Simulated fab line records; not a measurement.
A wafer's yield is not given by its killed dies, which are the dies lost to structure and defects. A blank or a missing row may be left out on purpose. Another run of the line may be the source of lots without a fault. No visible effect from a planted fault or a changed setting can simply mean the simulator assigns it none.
Chamber matching -- flow n5-finfet -- N5_BEOL_M0_SAQP_CUT_ETCH_46 on rie-diel-04: 4 sister chambers
The step etches SOC in N2/H2, target depth 135 nm, overetch 27 nm, time 202.5 s. 4 wafers are shown with their chamber, then 7 later ones without.

== WAFERS WITH THEIR CHAMBER ==
wafer,chamber,showerhead-plenum-p-Torr (Torr)
L080.4,0,2.43
L081.4,1,2.60
L083.1,3,2.50
L083.2,2,2.53

== WAFERS WITH NO CHAMBER GIVEN ==
wafer,showerhead-plenum-p-Torr (Torr)
L083.3,2.59
L086.2,2.42
L086.4,2.53
L086.6,2.42
L093.4,2.49
L093.5,2.49
L093.6,2.52

== WHICH CHAMBER EACH ONE RAN IN ==
wafer,from the rows above,in truth
L083.3,1,1
L086.2,0,0
L086.4,2,2
L086.6,0,0
L093.4,3,3
L093.5,3,3
L093.6,can't be placed: 2 or 3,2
Correctly placed: 6 of 7. From these rows, 1 cannot be placed; in 1 the true chamber is one of the candidates. 0 placed wrongly.
How it was worked out, from the rows above alone: a wafer's distance from a chamber is the root of the sum, over the readings, of the square of ((its reading less the chamber's mean) divided by the reading's scatter). The wafer belongs to the nearest chamber; if the next one is less than 2 further off, it can't be placed. The mean given for a chamber averages the wafers shown for that chamber. The scatter: with one shown wafer a chamber, the root of the mean of the squares of how far each hidden wafer lies from its nearest shown one.
